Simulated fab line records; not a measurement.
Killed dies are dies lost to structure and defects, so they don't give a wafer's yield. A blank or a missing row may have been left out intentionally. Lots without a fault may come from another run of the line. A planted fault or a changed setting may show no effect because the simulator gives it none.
Comparing a struck lot with a sound one / flow n5 finfet / 15 steps out of a route of 1938
Sound: wafers L531.3, L531.4, L531.6. The struck wafers were L536.3, L536.6. The cause is named last.
For every step that has rows: the tool of each side, followed by ch and its chambers, followed by its first start. Under that, the readings that differ: sound wafers / struck wafers / difference of the means / sigmas: that difference in standard deviations of wafers without a fault.
alike: readings with means less than 2 such deviations apart, plus words and numbers identical on both sides. not compared: withheld readings, readings lacking a value on some wafer, bounds such as >300 that could conceal the same value, and numbers that have no deviation in the record and whose values overlap.
Wherever a step has rows on one side only, a row that says differs or no value, or a row with sigmas, the two part there. Numbers that have no deviation but don't overlap get no sigmas and don't part them. A reading that every wafer of one side lacks parts them only if that side has two wafers or more.

first, 7 steps without rows for these wafers: N5_BEOL_M12_COAT_22 (resist thk 300 nm); N5_BEOL_M12_EBR_24; N5_BEOL_M12_SOFTBAKE_23 (time 60 s); N5_BEOL_M12_EXPOSE_25 (exposes mask M12); N5_BEOL_M12_PEB_26 (peb time 90 s); N5_BEOL_M12_DEVELOP_27 (develop time 45 s); N5_BEOL_M12_HARDBAKE_32 (time 120 s).
N5_BEOL_M12_CD_MEAS_28: target cd 160.2 nm.
  sound on cd sem-03 ch 0, day 14 15:54; struck on cd sem-01 ch 0, day 16 05:55
  alike: cd nm
N5_BEOL_M12_OVL_MEAS_29:
  sound on overlay-01 ch 0, day 14 15:56; struck on overlay-01 ch 0, day 16 05:56
  alike: M12_OVL
N5_BEOL_M12_INSPECT_30: inspects for defects (macro).
  struck on defect inspect-02, day 16 05:58; sound on defect inspect-01, day 14 15:57
  alike: raw defect count
N5_BEOL_M12_DESCUM_33: chemistry O2, time 7.9 s.
  sound on rie diel-05 ch 2,3, day 14 15:59; struck on rie diel-01 ch 1,3, day 16 05:59
  alike: drypump motor current A, o2 flow sccm, oes product au, rf vpp V, showerhead plenum p Torr, temp c, throttle valve pct
  not compared: rf hours counter h
N5_BEOL_M12_ETCH_67: etches SiARC in CF4, target depth 143 nm, time 238.3 s.
  sound on rie diel-05 ch 2,3, day 14 16:01; struck on rie diel-01 ch 1,3, day 16 06:02
  alike: drypump motor current A, etch rf on time s, oes product au, rf vpp V, showerhead plenum p Torr, throttle valve pct
  not compared: rf hours counter h
N5_BEOL_M12_ETCH_68: etches SOC in N2/H2, time 285 s.
  sound on rie diel-05 ch 2,3, day 14 16:10; struck on rie diel-01 ch 1,3, day 16 06:11
reading=oes product au (a.u.); sound=0.87 0.80 0.88; struck=0.69 0.68; difference=-0.16; sigmas=-3
reading=model.SiARC_of_BEOL_M12_COAT_66.thk nm (nm); sound=86.2 86.2 86.6; struck=91.6 91.2; difference=+5.1; sigmas=
  alike: drypump motor current A, rf vpp V, showerhead plenum p Torr, temp c, throttle valve pct
  not compared: rf hours counter h
then, 1 step without rows for these wafers: N5_BEOL_M12_STRIP_69 (strips in N2/H2).
N5_PASSIVATION_PROBE_49:
  struck on prober-02, day 17 23:14; sound on prober-01, day 16 06:04
reading=killed at contacts; sound=15 7 13; struck=13 41; difference=+15; sigmas=+2
reading=sort_bin_6_memory (%); sound=3.0 2.2 2.8; struck=3.5 4.6; difference=+1.4; sigmas=+2
  alike: defect limited yield, killed_at_M0_to_M3, killed_at_M4_up, killed at front end, killed at other, killed dies, killed open, killed short, sort_bin_5_function, sort_bin_8_speed, sort n pass, sort yield pct

== WHERE THEY PART ==
Earliest at N5_BEOL_M12_ETCH_68; latest, in this record, at N5_PASSIVATION_PROBE_49.

WHY: whatever the simulator had introduced
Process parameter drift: rie diel-01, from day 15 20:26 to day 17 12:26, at N5_BEOL_M12_ETCH_68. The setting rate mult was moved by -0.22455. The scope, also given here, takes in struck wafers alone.
